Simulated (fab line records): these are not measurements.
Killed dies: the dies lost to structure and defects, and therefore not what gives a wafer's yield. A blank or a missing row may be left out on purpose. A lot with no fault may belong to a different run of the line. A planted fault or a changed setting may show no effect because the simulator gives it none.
Comparing a struck lot with a sound one | flow nand-harc | 19 out of 1159 route steps
Sound: these wafers, L693.1, L693.3, L693.6. Struck: wafer L684.4 (left out: L684.2, L684.3 of the same lot, which were not struck); the cause appears at the end.
For every step that has rows: the tool of each side, followed by ch and its chambers, followed by its first start. Under that, the readings that differ: sound wafers | struck wafers | difference of the means | sigmas: that difference in standard deviations of wafers without a fault.
alike: readings with means less than 2 such deviations apart, plus words and numbers identical on both sides. not compared: withheld readings, readings lacking a value on some wafer, bounds such as >300 that could conceal the same value, and numbers that have no deviation in the record and whose values overlap.
Wherever a step has rows on one side only, a row that says differs or no value, or a row with sigmas, the two part there. When numbers do not overlap yet have no deviation, they are printed without sigmas and do not part them. A reading missing from all wafers of one side parts the sides only when that side holds two or more wafers.

NHARC_A_M1_INSPECT_11:
  sound on defect-inspect-02 at day 21 21:25; struck on defect-inspect-02 at day 20 08:35
  reading          | sound    | struck | difference | sigmas
  raw-defect-count | 52 48 62 | 6      | -48        | -3
NHARC_A_M1_DESCUM_14: chemistry O2, time 3 s.
  sound on rie-diel-12 ch 0,3, day 21 21:29; struck on rie-diel-06 ch 3, day 20 08:39
  reading                         | sound          | struck | difference | sigmas
  showerhead-plenum-p-Torr (Torr) | 2.02 2.05 2.05 | 1.90   | -0.14      | -2
  alike: drypump-motor-current-A, oes-product-au, rf-vpp-V, throttle-valve-pct
  not compared: rf-hours-counter-h
then, 2 steps without rows for these wafers: NHARC_A_M1_ETCH_35 (etches the open film in N2/H2, target depth 40 nm, overetch 12 nm, time 43.94 s); NHARC_A_M1_ETCH_15 (etches the open film in C4F8/Ar, target depth 182.5 nm, time 91.2 s).
NHARC_A_M1_CD_MEAS_16:
  sound on cd-sem-02 at day 21 21:47; struck on cd-sem-01 at day 20 09:04
  alike: cd-nm
then, 5 steps without rows for these wafers: NHARC_A_M1_STRIP_18 (strips in N2/H2); NHARC_A_M1_ETCH_28 (etches the open film in CF4/N2, target depth 30 nm, time 72.99 s); NHARC_A_M1_STRIP_19 (strips in post etch residue remover, time 600 s); NHARC_A_M1_DEGAS_29 (time 60 s); NHARC_A_M1_PRE_CLEAN_30 (time 30 s).
NHARC_A_M1_PVD_20: deposits TaN, target thk 5 nm, time 8.06 s.
  sound on pvd-sputter-03; struck on pvd-sputter-01
  alike: throttle-valve-pct
NHARC_A_M1_PVD_21: deposits Cu, target thk 30 nm, time 20.49 s.
  sound on pvd-sputter-03; struck on pvd-sputter-01
  alike: throttle-valve-pct
NHARC_A_M1_ECD_22: material Cu, target thk 400 nm.
  sound on ecd-cu-01 ch 0,1, day 21 22:52; struck on ecd-cu-02 ch 0,1, day 20 10:35
then, 1 step without rows for these wafers: NHARC_A_M1_ANNEAL_31 (time 90 s).
NHARC_A_M1_CMP_23: polishes, t overpolish 20 s, target thk 154.34 nm.
  sound on cmp-03 ch 0,1,3, day 21 23:37; struck on cmp-04 ch 2, day 20 11:17
  reading             | sound          | struck | difference | sigmas
  motor-current-A (A) | 12.0 10.9 11.0 | 13.9   | +2.6       | +2
  alike: retaining-ring-pressure-frac, time-to-endpoint-s
NHARC_A_M1_THK_MEAS_24: measures by xrf.
  sound on film-metro-01 at day 21 23:54; struck on film-metro-02 at day 20 11:36
  alike: thk-nm
after that, 1 step had no rows for these wafers: NHARC_A_M1_SRD_25.
NHARC_A_M1_PRE_CLEAN_32: time 12 s.
  sound on pecvd-01 ch 0,1, day 22 00:08; struck on pecvd-04 ch 2, day 20 16:31
  reading | sound | struck                   | difference                   | sigmas
  hold    | - - - | await-dispo/4.3h/release | no value on the sound wafers |
  alike: heater-power-w
  not compared: since-wet-clean-h
NHARC_END_SORT_01:
  the record has rows for the struck wafers here (prober-01 ch 0, day 22 12:43) and none for the sound ones

WHERE THEY PART
First at NHARC_A_M1_INSPECT_11; last, within this record, at NHARC_END_SORT_01.

WHY: the cause the simulator had injected
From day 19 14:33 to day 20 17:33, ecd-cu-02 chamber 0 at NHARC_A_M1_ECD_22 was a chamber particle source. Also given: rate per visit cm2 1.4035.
